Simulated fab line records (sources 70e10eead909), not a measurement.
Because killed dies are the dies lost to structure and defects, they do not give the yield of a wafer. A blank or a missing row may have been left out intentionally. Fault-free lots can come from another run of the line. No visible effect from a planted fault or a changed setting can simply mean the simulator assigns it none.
A struck lot beside a sound one -- flow nand-harc -- 37 steps out of a route of 1159
Sound: the wafers L493.1, L493.2, L493.5. The struck wafers were L500.3, L500.5, L500.6. The cause comes at the end.
For every step that has rows: the tool of each side, followed by ch and its chambers, followed by its first start. Under that, the readings that differ: sound wafers -- struck wafers -- difference of the means -- sigmas: that difference in standard deviations of wafers without a fault.
alike: readings with means less than 2 such deviations apart, plus words and numbers identical on both sides. not compared: withheld readings, readings lacking a value on some wafer, bounds such as >300 that could conceal the same value, and numbers that have no deviation in the record and whose values overlap.
The two part at a step that has a row with sigmas, a row that says differs or no value, or rows on one side only. Numbers that don't overlap but have no deviation are shown without sigmas and don't part them. Lack of a reading on every wafer of one side parts them only where that side has two or more wafers.

first, 2 steps without rows for these wafers: NHARC_A_STAIRCASE_HM_OPEN_463 (chemistry O2/COS); NHARC_A_STAIRCASE_STRIP_464 (strips in O2/COS).
NHARC_A_STAIRCASE_ETCH_453: etches the open film in CF4/O2, target depth 30 nm, overetch 3 nm, time 16.5 s.
  sound: rie-diel-01 ch 0,1,3; struck: rie-diel-06 ch 0,1,3
  alike: cf4-flow-sccm, drypump-motor-current-A, oes-product-au, rf-vpp-V, showerhead-plenum-p-Torr, throttle-valve-pct
  not compared: rf-hours-counter-h
then, 1 step without rows for these wafers: NHARC_A_STAIRCASE_ETCH_315 (etches the open film in C4F8/O2/Ar, target depth 2500 nm, time 607.1 s).
NHARC_A_STAIRCASE_STRIP_316: strips in O2.
  sound: rie-diel-01 ch 0,2,3; struck: rie-diel-06 ch 1,2
  alike: drypump-motor-current-A, oes-product-au, rf-vpp-V, showerhead-plenum-p-Torr, throttle-valve-pct
  not compared: rf-hours-counter-h
then, 6 steps without rows for these wafers: NHARC_A_STAIRCASE_STRIP_317 (strips in SPM, time 900 s); NHARC_A_STAIRCASE_PRECLEAN_318 (cleans in SC1); NHARC_A_STAIRCASE_SRD_329; NHARC_A_STAIRCASE_ALD_415 (deposits SiO2, target thk 30 nm, pulse time 6 s, ald cycles 300); NHARC_A_STAIRCASE_ETCHBACK_416 (etches the open film in C4F8/O2/Ar, target depth 36 nm, time 7.2 s); NHARC_A_STAIRCASE_STRIP_476 (strips in O2, time 20 s).
NHARC_A_STAIRCASE_DEP_417: deposits Si3N4, target thk 60 nm.
  sound on pecvd-01 ch 0,1, day 14 00:18; struck on pecvd-03 ch 0,1,2, day 16 03:09
  alike: heater-power-w, susceptor-temp-C
then, 5 steps without rows for these wafers: NHARC_A_STAIRCASE_WET_418 (chemistry H3PO4, target depth 20 nm); NHARC_A_STAIRCASE_PRECLEAN_419 (cleans in SC1); NHARC_A_STAIRCASE_SRD_421; NHARC_A_STAIRCASE_ALD_420 (deposits SiO2, target thk 20 nm, pulse time 6 s, ald cycles 200); NHARC_A_STAIRCASE_CVD_552 (deposits SiNx, target thk 40 nm).
NHARC_A_STAIRCASE_DEP_151: deposits SiO2, target thk 3800 nm.
  sound on pecvd-03 ch 0,1,2, day 14 12:28; struck on pecvd-01 ch 1,2, day 16 14:12
  alike: heater-power-w, susceptor-temp-C
then, 3 steps without rows for these wafers: NHARC_A_STAIRCASE_ANNEAL_320 (time 1800 s); NHARC_A_STAIRCASE_DEP_322 (deposits SiO2, target thk 3800 nm); NHARC_A_STAIRCASE_ANNEAL_323 (time 1800 s).
NHARC_A_STAIRCASE_DEP_325: deposits SiO2, target thk 3800 nm.
  sound on pecvd-03 ch 1,2, day 15 04:58; struck on pecvd-03 ch 1,2, day 17 03:32
  alike: heater-power-w, susceptor-temp-C
then, 10 steps without rows for these wafers: NHARC_A_STAIRCASE_ANNEAL_326 (time 1800 s); NHARC_A_STAIRCASE_DEHYDRATE_433 (time 120 s); NHARC_A_STAIRCASE_HMDS_434 (time 30 s); NHARC_A_STAIRCASE_COAT_435; NHARC_A_STAIRCASE_SOFTBAKE_436 (time 170 s); NHARC_A_STAIRCASE_EBR_437; NHARC_A_STAIRCASE_EXPOSE_438 (exposes mask STAIR REV); NHARC_A_STAIRCASE_PEB_439 (peb time 130 s); NHARC_A_STAIRCASE_DEVELOP_440 (time 140 s); NHARC_A_STAIRCASE_HARDBAKE_442 (time 140 s).
NHARC_A_STAIRCASE_DESCUM_443: chemistry O2, time 3 s.
  sound on rie-diel-06 ch 0,3, day 15 15:20; struck on rie-diel-11 ch 0,1,2, day 17 13:27
reading,sound,struck,difference,sigmas
oes-product-au (a.u.),0.988 0.981 0.991,1.020 0.992 1.005,+0.019,+3
  alike: drypump-motor-current-A, rf-vpp-V, showerhead-plenum-p-Torr, throttle-valve-pct
  not compared: rf-hours-counter-h
then, 3 steps without rows for these wafers: NHARC_A_STAIRCASE_ETCH_444 (etches the open film in C4F8/O2, target depth 10200 nm, time 3400 s); NHARC_A_STAIRCASE_STRIP_446 (strips in O2); NHARC_A_STAIRCASE_STRIP_447 (strips in SPM, time 900 s).
-- the record jumps here: 6 days lie between the struck wafers' starts before and after (it left off in module A_STAIRCASE and takes up again in module END, whose first step shown is number 1159 of the route) --
NHARC_END_SORT_01:
  here the record holds rows for the struck wafers (prober-01 ch 0, day 23 04:48) but none for the sound ones

== WHERE THEY PART ==
At NHARC_A_STAIRCASE_DESCUM_443 first; at NHARC_END_SORT_01 last (within this record only).

WHY: whatever the simulator had introduced
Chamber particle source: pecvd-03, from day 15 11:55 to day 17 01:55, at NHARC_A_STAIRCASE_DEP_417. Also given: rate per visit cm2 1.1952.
